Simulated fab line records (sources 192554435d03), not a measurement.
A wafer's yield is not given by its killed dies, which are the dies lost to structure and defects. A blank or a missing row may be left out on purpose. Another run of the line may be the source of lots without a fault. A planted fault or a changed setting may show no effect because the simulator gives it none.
8D (eight disciplines) problem report, filled in by code + flow n5-finfet + the parts of the form that need people (team, actions taken, sign-off) are left out

## 1. PROBLEM STATEMENT
Wafers without a fault read 308.4 s, standard deviation 0.49; run-length-s at N5_BEOL_M12_ETCH_68 reads a mean of 358.5 s on 2 wafers belonging to 2 lots. That is +99 or more standard deviations from the usual mean.
The step: etches SOC in N2/H2, time 285 s.
Seen first at day 11 07:47 on rie-diel-05, wafer L102.3. The record holds 18 wafers of 6 lots with a number at this step. The rule behind "out" and "out of limits": a value lying over 4 standard deviations away from the usual mean. The other wafers with a number count as sound.

## 2. WHAT IT IS, WHAT IT ISN'T
| question                    | is                | is not                                                                                          |
|-----------------------------|-------------------|-------------------------------------------------------------------------------------------------|
| which readings at this step | run-length-s      | drypump-motor-current-A, oes-product-au, rf-vpp-V, showerhead-plenum-p-Torr, throttle-valve-pct |
| which lots                  | L102, L103        | L101, L111, L112, L113                                                                          |
| which wafers of those lots  | L102.3, L103.5    | L102.1, L102.4, L103.2, L103.4                                                                  |
| read on which tools         | rie-diel-05       | rie-diel-02                                                                                     |
| when                        | from day 11 07:47 | up to then (5 sound wafers); but 11 sound wafers of L103, L111, L112, L113 came after           |

## 3. WHAT RULES OUT EACH SUSPECT
Counting: any tool at a process step up to the reading remains a suspect provided it ran every lot that is out. Sound lots after the first of them don't rule it out here, since some wafers of a struck lot are sound.
- rie-diel-05 at N5_BEOL_M12_DESCUM_33 (chemistry O2, time 7.9 s): kept. It ran every lot that is out, first L102 (day 11 07:37); its last sound lot up to then is L101 (day 11 00:49).
- rie-diel-05 at N5_BEOL_M12_ETCH_67 (etches SiARC in CF4, target depth 143 nm, time 238.3 s): kept. It ran every lot that is out, first L102 (day 11 07:38); its last sound lot up to then is L101 (day 11 00:51).
- rie-diel-05 at N5_BEOL_M12_ETCH_68 (etches SOC in N2/H2, time 285 s): kept. It ran every lot that is out, first L102 (day 11 07:47); its last sound lot up to then is L101 (day 11 00:59). Its own readings are out on those wafers: run-length-s.
After the count, these remain: rie-diel-05 at N5_BEOL_M12_DESCUM_33, rie-diel-05 at N5_BEOL_M12_ETCH_67 and rie-diel-05 at N5_BEOL_M12_ETCH_68.

## 4. THE CAUSE (what the simulator had put in)
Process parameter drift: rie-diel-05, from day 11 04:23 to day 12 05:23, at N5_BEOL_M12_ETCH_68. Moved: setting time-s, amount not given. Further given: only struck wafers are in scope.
Counting leaves 3 suspects; this tool is one of them.

## 5. THE CHAIN OF EFFECTS, in route order
Each row: a reading where the mean over the struck wafers with a number is more than 3 standard deviations away from the usual. Only readings whose record carries a usual standard deviation are examined. hours: median over the lots of the time between each lot's start at the first step of this table that gives one and its start at this step. sigmas: the change, counted in usual standard deviations.
| hours | step                | reading      | usual   | on struck wafers | change | sigmas      |
|-------|---------------------|--------------|---------|------------------|--------|-------------|
| 0     | N5_BEOL_M12_ETCH_68 | run-length-s | 308.4 s | 358.5            | +50.1  | +99 or more |
Its process steps:
- N5_BEOL_M12_ETCH_68: etches SOC in N2/H2, time 285 s.

## 6. WHAT WOULD HAVE CAUGHT IT SOONER
3 hours passed between the start of the fault at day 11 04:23 and the first reading out of limits in this record, taken at day 11 07:47.
